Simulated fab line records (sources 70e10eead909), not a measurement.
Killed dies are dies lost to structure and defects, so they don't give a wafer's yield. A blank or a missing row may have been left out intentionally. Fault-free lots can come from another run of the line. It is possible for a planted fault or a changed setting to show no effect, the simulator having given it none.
fab line records	flow nandHarc
[record] lots = 7	wafers = 21	lastDay = 24
route steps=1159 shown P_CONTACT@234 END@1159
lots that met no fault: taken from a fault-free run of the same line
startH: hours from the record's opening day to when the first of the lot's shown wafers began	waitH: hours elapsed since this lot's preceding step	" as in the row above	L1.1+2: a row that stands for several wafers	- either no value or no given start	* or withheld: withheld	< > ~ a bound
route shown NAME@n: a module of which the file shows steps, and the number in the route of the first	usual: mean/standard deviation taken from wafers without a fault	same: alike in all rows	chamber/n: place in a boat	sites: per-site readings	_std_site: the standard deviation of these	_edge_site: mean of outer sites minus mean of inner sites	radiusMm: for every site, how far away it sits from the centre of the wafer	mask NAME#n: copy n	behind: the tool/chamber that last shaped the wafer	hold: reason for holding the lot/hours on hold/outcome of the hold	device: which transistor (n, p or np) failed to switch	end of line: the tests these same wafers got at the end of their route	step lacking rows: just its recipe	killed: the dies lost at the first sort to structure and to defects; this is not the yield of the wafer	map: a wafer's dies, x killed, . not, _ none there
set.NAME: setting as actually run; set.NAME@STEP: the setting as run at that earlier step	model.NAME: the simulator's own value behind a step, which no gauge read
lots seen at some steps along the route; tables by step, rows by wafer
services: the hour from which a tool's chamber was out of use, counted from the record's first day as startH (under 0 if before that day), plus the number of hours and why
[[steps]]
[step NHARC_P_CONTACT_INSPECT_14]
[usual] rawDefectCount = 3.7/2.3
lot.wafer	tool	chamber	startH	waitH	rawDefectCount
L555.1	defectInspect-01	-	133.47	0.0	1
L555.4	"	-	"	"	6
L555.5	"	-	"	"	3
L553.1	defectInspect-02	-	137.44	0.0	6
L553.5	"	-	"	"	2
L553.6	"	-	"	"	4
L558.3	defectInspect-02	-	169.02	0.0	4
L558.4	"	-	"	"	1
L558.6	"	-	"	"	4
L563.1	defectInspect-02	-	191.66	0.1	3
L563.3	"	-	"	"	1
L563.6	"	-	"	"	1
L566.1	defectInspect-02	-	216.84	0.0	3
L566.2	"	-	"	"	6
L566.3	"	-	"	"	2
L569.1	defectInspect-02	-	234.27	0.0	3
L569.5	"	-	"	"	7
L569.6	"	-	"	"	3
L572.2	defectInspect-01	-	249.01	0.0	3
L572.4	"	-	"	"	5
L572.6	"	-	"	"	8
[step NHARC_P_CONTACT_DESCUM_17]
[recipe] timeS = 3	o2FlowSccm = 200	arFlowSccm = 0	biasPowerW = 0	chemistry = O2
[step NHARC_P_CONTACT_ETCH_35]
[recipe] targetDepthA = 390	overEtchFrac = 0.3	timeS = 65	ionEnergyEv = 80	cf4FlowSccm = 150	arFlowSccm = 0	rfW = 300	biasW = 100	chemistry = CF4
[step NHARC_P_CONTACT_ETCH_36]
[recipe] targetDepthA = 2600	overEtchFrac = 0.25	timeS = 406.25	ionEnergyEv = 200	n2FlowSccm = 150	h2FlowSccm = 150	arFlowSccm = 0	rfW = 400	biasW = 150	chemistry = N2/H2
[usual] biasW = 150.0/0.47	drypumpMotorCurrentA = 5.7/0.4	n2FlowSccm = 150.0/0.45	oesProductAu = 1.000/0.0075	rfVppV = 430.9/2.8	showerheadPlenumPTorr = 2.06/0.098	throttleValvePct = 14.172/0.0091
lot.wafer	tool	chamber	startH	waitH	biasW	drypumpMotorCurrentA	n2FlowSccm	oesProductAu	rfHoursCounterH	rfVppV	showerheadPlenumPTorr	throttleValvePct
L555.4	rieDiel-02	0	-	-	149.2	5.9	149.8	0.998	57	428.8	2.01	14.180
L555.1	"	3	"	"	150.8	5.0	149.6	0.995	56	428.0	1.96	14.160
L555.5	"	1	"	"	150.2	5.4	150.4	1.005	-	425.5	1.93	14.168
L553.1	rieDiel-12	3	-	-	150.6	4.8	149.3	1.003	10	431.1	2.04	14.179
L553.5	"	0	"	"	149.4	5.7	149.7	1.005	-	432.0	2.11	14.175
L553.6	"	1	"	"	149.4	5.6	149.8	0.996	-	432.5	2.15	14.185
L558.3	rieDiel-12	2	-	-	150.1	6.1	149.8	1.015	14	428.6	1.96	14.170
L558.6	"	2	"	"	150.3	6.0	149.8	1.004	-	428.8	1.96	14.167
L558.4	"	1	"	"	150.4	5.6	150.7	1.001	-	433.8	2.14	14.176
L563.3	rieDiel-01	0	-	-	149.7	5.4	150.0	0.995	3	430.3	2.03	14.173
L563.1	"	1	"	"	151.0	6.2	150.2	0.995	3	433.9	2.20	14.165
L563.6	"	2	"	"	150.6	6.1	150.0	0.994	-	433.8	2.17	14.177
L566.2	rieDiel-01	2	-	-	149.4	6.1	149.9	1.004	8	433.8	2.17	14.183
L566.1	"	0	"	"	149.7	5.4	150.2	1.003	6	428.5	2.02	14.162
L566.3	"	1	"	"	150.3	6.2	149.8	0.992	7	434.1	2.20	14.163
L569.1	rieDiel-02	2	-	-	150.0	5.4	149.8	0.991	29	426.9	1.91	14.189
L569.5	"	0	"	"	150.2	5.9	150.3	1.008	-	429.1	2.00	14.167
L569.6	"	1	"	"	150.2	5.4	149.9	1.007	-	425.8	1.92	14.185
L572.2	rieDiel-12	1	-	-	149.7	5.6	150.6	1.001	3	435.0	2.14	14.176
L572.4	"	0	"	"	149.8	5.7	150.2	1.007	-	430.8	2.11	14.188
L572.6	"	2	"	"	151.0	6.1	150.3	0.998	-	427.8	1.96	14.161
[step NHARC_P_CONTACT_ETCH_18]
[recipe] targetDepthA = 4810	timeS = 240.5	c4f8FlowSccm = 20	o2FlowSccm = 10	arFlowSccm = withheld	rfW = 600	biasW = 1500	chemistry = C4F8/O2/Ar
[usual] biasW = 1500/4.7	oesProductAu = 0.962/0.016	rfVppV = 980/6.2
lot.wafer	tool	chamber	startH	waitH	biasW	oesProductAu	rfHoursCounterH	rfVppV
L555.4	rieDiel-02	1	-	-	1502	0.967	55	971
L555.1	"	2	"	"	1501	0.957	44	970
L555.5	"	2	"	"	1504	0.962	-	971
L553.1	rieDiel-12	1	-	-	1500	0.962	9	985
L553.6	"	0	"	"	1491	0.967	-	983
L553.5	"	1	"	"	1505	0.955	-	985
L558.3	rieDiel-12	0	-	-	1503	0.966	15	983
L558.6	"	2	"	"	1500	0.960	-	974
L558.4	"	1	"	"	1502	0.975	-	983
L563.3	rieDiel-01	1	-	-	1499	0.946	3	989
L563.1	"	3	"	"	1509	0.963	3	974
L563.6	"	2	"	"	1498	0.959	-	987
L566.2	rieDiel-01	0	-	-	1496	0.984	7	977
L566.1	"	2	"	"	1496	0.967	8	987
L566.3	"	3	"	"	1503	0.973	7	972
L569.1	rieDiel-02	1	-	-	1492	0.936	29	971
L569.6	"	2	"	"	1497	0.930	-	970
L569.5	"	3	"	"	1497	0.940	-	972
L572.2	rieDiel-12	1	-	-	1497	0.970	4	984
L572.4	"	2	"	"	1504	0.965	-	972
L572.6	"	0	"	"	1499	0.964	-	984
[step NHARC_P_CONTACT_STRIP_37]
[recipe] c4f8FlowSccm = withheld	o2FlowSccm = 8	arFlowSccm = withheld	biasW = 0	chemistry = C4F8/O2/Ar
[step NHARC_P_CONTACT_ETCH_31]
[recipe] targetDepthA = 300	timeS = 85.7	ionEnergyEv = 120	overEtchFrac = 1	ch3fFlowSccm = 50	o2FlowSccm = 30	arFlowSccm = 200	rfW = 500	biasW = 100	chemistry = CH3F/O2
[usual] biasW = 100.03/0.3	drypumpMotorCurrentA = 5.7/0.41	oesProductAu = 0.978/0.0097	rfVppV = 244.5/1.6	showerheadPlenumPTorr = 2.47/0.11	throttleValvePct = 20.663/0.0089
lot.wafer	tool	chamber	startH	waitH	biasW	drypumpMotorCurrentA	oesProductAu	rfHoursCounterH	rfVppV	showerheadPlenumPTorr	throttleValvePct
L555.4	rieDiel-02	3	-	-	99.95	5.0	0.984	57	244.3	2.37	20.646
L555.1	"	1	"	"	100.20	5.4	0.995	55	242.6	2.33	20.672
L555.5	"	0	"	"	100.20	5.9	0.972	-	244.3	2.42	20.657
L553.1	rieDiel-12	2	-	-	99.71	6.1	0.992	11	243.8	2.37	20.682
L553.5	"	3	"	"	99.64	4.8	0.981	-	245.4	2.45	20.659
L553.6	"	0	"	"	99.53	5.7	0.973	-	244.3	2.54	20.667
L558.3	rieDiel-12	0	-	-	100.02	5.7	0.982	15	244.2	2.54	20.677
L558.4	"	0	"	"	100.11	5.7	0.994	-	243.9	2.54	20.667
L558.6	"	1	"	"	100.43	5.6	0.986	-	245.4	2.58	20.674
L563.1	rieDiel-01	0	-	-	100.37	5.4	0.972	3	245.0	2.44	20.645
L563.3	"	1	"	"	99.92	6.2	0.965	3	246.7	2.64	20.667
L563.6	"	0	"	"	99.97	5.4	0.978	-	243.8	2.44	20.665
L566.3	rieDiel-01	3	-	-	100.14	5.6	0.984	7	242.6	2.34	20.682
L566.1	"	0	"	"	100.01	5.4	0.991	7	243.3	2.44	20.668
L566.2	"	2	"	"	99.62	6.2	0.976	8	245.8	2.60	20.667
L569.1	rieDiel-02	3	-	-	99.87	5.0	0.970	30	243.6	2.36	20.673
L569.5	"	3	"	"	99.92	5.0	0.976	-	242.1	2.36	20.668
L569.6	"	0	"	"	99.63	5.9	0.966	-	244.2	2.41	20.668
L572.2	rieDiel-12	1	-	-	99.77	5.6	0.980	4	246.6	2.57	20.683
L572.6	"	2	"	"	99.56	6.1	0.982	-	243.5	2.37	20.663
L572.4	"	0	"	"	100.37	5.7	0.983	-	246.2	2.53	20.651
[step NHARC_P_CONTACT_CD_MEAS_19]
[usual] cdNm = 90.2/1.1
lot.wafer	tool	chamber	startH	waitH	cdNm
L555.1	cdSem-02	-	134.55	-	90.0
L555.4	"	-	"	"	89.5
L555.5	"	-	"	"	87.8
L553.1	cdSem-02	-	138.38	-	91.2
L553.5	"	-	"	"	90.7
L553.6	"	-	"	"	90.7
L558.3	cdSem-03	-	170.07	-	91.0
L558.4	"	-	"	"	90.3
L558.6	"	-	"	"	90.0
L563.1	cdSem-02	-	192.61	-	88.4
L563.3	"	-	"	"	88.9
L563.6	"	-	"	"	90.4
L566.1	cdSem-01	-	217.86	-	89.6
L566.2	"	-	"	"	90.0
L566.3	"	-	"	"	89.2
L569.1	cdSem-01	-	235.20	-	89.5
L569.5	"	-	"	"	90.0
L569.6	"	-	"	"	88.2
L572.2	cdSem-01	-	250.10	-	89.2
L572.4	"	-	"	"	89.1
L572.6	"	-	"	"	90.0
[step NHARC_P_CONTACT_STRIP_28]
[recipe] o2FlowSccm = 500	arFlowSccm = 0	biasW = 0	chemistry = O2
[usual] drypumpMotorCurrentA = 5.6/0.43	oesProductAu = 1.001/0.0075	rfVppV = 57.7/0.87	showerheadPlenumPTorr = 3.54/0.15	throttleValvePct = 17.037/0.01
[same] biasW = 0
lot.wafer	tool	chamber	startH	waitH	drypumpMotorCurrentA	oesProductAu	rfHoursCounterH	rfVppV	showerheadPlenumPTorr	throttleValvePct
L555.1	rieDiel-02	1	134.63	0.1	5.4	1.005	55	59.1	3.35	17.032
L555.4	"	0	"	"	5.9	1.008	57	56.7	3.48	17.030
L555.5	"	1	"	"	5.4	1.002	-	56.9	3.35	17.021
L553.1	rieDiel-01	3	138.47	0.1	5.6	1.014	18	56.1	3.37	17.036
L553.5	"	2	"	"	6.2	1.003	-	58.0	3.73	17.052
L553.6	"	3	"	"	5.6	1.013	-	57.5	3.37	17.044
L558.4	rieDiel-01	1	170.17	0.1	6.2	0.992	1	58.9	3.78	17.040
L558.3	"	2	"	"	6.1	0.998	2	58.1	3.73	17.030
L558.6	"	3	"	"	5.6	0.996	-	56.7	3.37	17.027
L563.3	rieDiel-12	1	192.70	0.1	5.6	0.996	15	56.1	3.69	17.029
L563.1	"	3	"	"	4.8	1.008	14	56.8	3.52	17.042
L563.6	"	1	"	"	5.6	0.996	-	58.0	3.69	17.021
L566.1	rieDiel-02	3	217.93	0.1	5.0	0.994	23	57.5	3.39	17.030
L566.2	"	1	"	"	5.4	1.008	24	56.6	3.34	17.033
L566.3	"	2	"	"	5.3	1.008	22	57.0	3.33	17.050
L569.1	rieDiel-12	0	235.31	0.1	5.7	1.015	3	57.8	3.63	17.031
L569.6	"	2	"	"	6.1	1.001	-	55.9	3.40	17.046
L569.5	"	3	"	"	4.8	1.002	-	56.8	3.52	17.049
L572.2	rieDiel-01	0	250.17	0.1	5.4	1.013	10	57.9	3.50	17.039
L572.4	"	1	"	"	6.2	1.002	10	58.3	3.77	17.047
L572.6	"	0	"	"	5.4	1.014	-	57.1	3.50	17.033
[step NHARC_P_CONTACT_STRIP_29]
[recipe] timeS = 1200	tempC = 72.5	chemistry = postEtchResidueRemover
[step NHARC_P_CONTACT_DEGAS_38]
[recipe] tempC = 300	timeS = 60
[step NHARC_P_CONTACT_PRE_CLEAN_39]
[recipe] timeS = 19.5	biasV = 250	gas = Ar
[step NHARC_P_CONTACT_PVD_32]
[recipe] targetThkA = 50	chamberPressurePa = 5	powerW = 5000	substrateTempC = 200	timeS = 17.7	material = Ti
[usual] throttleValvePct = 29.7/0.98
lot.wafer	tool	chamber	startH	waitH	throttleValvePct
L555.4	pvdSputter-03	-	135.42	-	29.7
L555.1	"	-	"	"	29.9
L555.5	"	-	"	"	27.9
L555.4	pvdSputter-03	-	135.67	-	29.8
L555.1	"	-	"	"	30.0
L555.5	"	-	"	"	27.6
L553.1	pvdSputter-01	-	139.23	-	30.5
L553.6	"	-	"	"	30.5
L553.5	"	-	"	"	30.5
L558.3	pvdSputter-03	-	170.91	-	27.6
L558.4	"	-	"	"	29.3
L558.6	"	-	"	"	29.6
L558.3	pvdSputter-03	-	171.16	-	27.7
L558.4	"	-	"	"	29.2
L558.6	"	-	"	"	29.3
L563.1	pvdSputter-03	-	193.46	-	27.9
L563.3	"	-	"	"	29.6
L563.6	"	-	"	"	29.3
L563.1	pvdSputter-03	-	193.71	-	27.7
L563.3	"	-	"	"	29.8
L563.6	"	-	"	"	29.4
L566.2	pvdSputter-01	-	218.72	-	30.4
L566.3	"	-	"	"	30.5
L566.1	"	-	"	"	29.3
L569.1	pvdSputter-02	-	236.05	-	31.4
L569.5	"	-	"	"	28.7
L569.6	"	-	"	"	31.4
L572.2	pvdSputter-01	-	251.00	-	30.0
L572.4	"	-	"	"	29.2
L572.6	"	-	"	"	30.2
[step NHARC_P_CONTACT_ALD_22]
[recipe] targetThkA = 30	pulseTimeS = 1	aldCycles = 150	tempC = 450	material = TiN
[usual] heaterPowerW = 1043/87	precursorPulseHeightRel = 0.998/0.017	susceptorTempC = 449.97/0.24
[same] aldCycles = 150
lot.wafer	tool	chamber	startH	waitH	heaterPowerW	precursorPulseHeightRel	susceptorTempC
L555.1	aldMetal-02	0	135.78	-	888	1.005	450.09
L555.4	"	1	"	"	1111	1.005	450.19
L555.5	"	0	"	"	909	0.984	450.47
L553.1	aldMetal-01	2	139.41	-	1108	0.999	449.94
L553.6	"	3	"	"	1160	0.980	449.85
L553.5	"	0	"	"	1074	1.019	449.59
L558.4	aldMetal-02	3	171.34	-	955	0.983	449.78
L558.3	"	0	"	"	921	1.007	450.19
L558.6	"	3	"	"	950	0.985	450.10
L563.3	aldMetal-03	0	193.87	-	962	0.981	450.00
L563.1	"	2	"	"	1126	1.024	450.04
L563.6	"	3	"	"	966	1.001	449.91
L566.1	aldMetal-03	1	218.82	-	1151	1.000	450.27
L566.3	"	2	"	"	1065	1.001	449.90
L566.2	"	3	"	"	970	1.007	450.20
L569.1	aldMetal-02	2	236.20	-	1034	1.015	450.17
L569.5	"	0	"	"	909	0.983	450.05
L569.6	"	1	"	"	1059	1.017	449.77
L572.2	aldMetal-02	1	251.12	-	1008	1.012	449.77
L572.4	"	3	"	"	1012	1.021	449.70
L572.6	"	2	"	"	1044	1.011	449.45
[step NHARC_END_SORT_01]
[recipe] tempC = 25
[usual] killedAtArray = 28/12	killedAtOther = 0.8/1.1	killedAtPeriphery = 3.6/2.3	killedDies = 32/12	killedOpen = 3.4/1.9	killedShort = 2.0/1.3
[same] grossDies = 677
lot.wafer	tool	chamber	startH	waitH	killedAtArray	killedAtOther	killedAtPeriphery	killedDies	killedOpen	killedShort
L566.1	prober-01	0	544.08	2.5	27	4	2	33	1	2
L566.2	prober-01	0	544.87	2.8	28	4	2	34	1	0
L566.3	prober-01	0	545.66	3.1	36	1	2	39	5	3
// killed by level:class
L566.1 A_CHANNEL_HOLE_D1:chamberFilmFlake=16 A_CONTACT:chamberFilmFlake=6 A_STAIRCASE:chamberFilmFlake=3 HYBRID_BOND:chamberFilmFlake=2 A_CHANNEL_FILL_D1:geometricParticle:short=1 A_CONTACT:geometricParticle:short=1 THIN_TSV:geometricParticle:open=1 P_ZERO_WELL:chamberFilmFlake=1
L566.2 A_CHANNEL_HOLE_D1:chamberFilmFlake=21 A_CONTACT:chamberFilmFlake=4 HYBRID_BOND:chamberFilmFlake=2 THIN_TSV:chamberFilmFlake=2 A_CONTACT:geometricParticle:open=1 P_ZERO_WELL:chamberFilmFlake=1 P_GATE:chamberFilmFlake=1 A_ZERO_WELL:chamberFilmFlake=1
L566.3 A_CHANNEL_HOLE_D1:chamberFilmFlake=18 A_CONTACT:chamberFilmFlake=7 A_WL_FILL:geometricParticle:short=2 P_ZERO_WELL:chamberFilmFlake=2 A_STAIRCASE:chamberFilmFlake=2 A_ONON_D1:geometricParticle:open=1 A_CHANNEL_FILL_D1:geometricParticle:short=1 A_SGD_CUT:geometricParticle:open=1
[[services]]
tool	chamber	startH	hours	kind
pvdSputter-01	-	129.11	5.5	repair
rieDiel-12	0	132.42	-	clean
rieDiel-12	1	132.42	-	clean
rieDiel-12	2	132.42	-	clean
rieDiel-12	2	141.04	1.8	repair
aldMetal-03	-	144.00	10.0	pm
rieDiel-01	-	146.07	9.0	pm
rieDiel-02	-	150.92	9.0	pm
pvdSputter-01	-	158.02	10.0	pm
aldMetal-02	-	164.03	0.5	repair
rieDiel-12	3	169.24	20.2	repair
aldMetal-03	1	171.24	24.2	repair
rieDiel-12	0	175.37	2.7	repair
aldMetal-01	3	181.61	4.8	repair
pvdSputter-01	-	183.89	9.4	repair
aldMetal-02	-	186.00	10.0	pm
rieDiel-01	-	189.61	0.3	repair
rieDiel-12	-	202.43	9.0	pm
aldMetal-01	-	213.60	1.0	repair
pvdSputter-02	-	214.00	10.0	pm
pvdSputter-03	-	218.39	12.4	repair
rieDiel-01	0	224.17	1.5	repair
rieDiel-12	1	226.65	5.4	repair
rieDiel-12	3	248.53	10.9	repair
[[key]]
[firstSign] step = NHARC_P_CONTACT_PVD_32	reading = visit	direction = added
effect none on later readings
metAt NHARC_P_CONTACT_PVD_32
struckWafers L555.1,L555.4,L555.5,L558.3,L558.4,L558.6,L563.1,L563.3,L563.6
testerLeftOut L555,L558,L563
[fault] kind = repeatedStepWhole	tool = pvdSputter-01,pvdSputter-02,pvdSputter-03	chamber = -	onsetH = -	steps = NHARC_P_CONTACT_PVD_32	times = 1	scope = struckLotsOnly
// testerLeftOut: of these lots the tester's yield and bins aren't shown, on N5 and GAA mostly nor the transistor test; their killed dies are dies lost to structure and defects alone, not to doping, threshold or leakage, so they don't give the yield
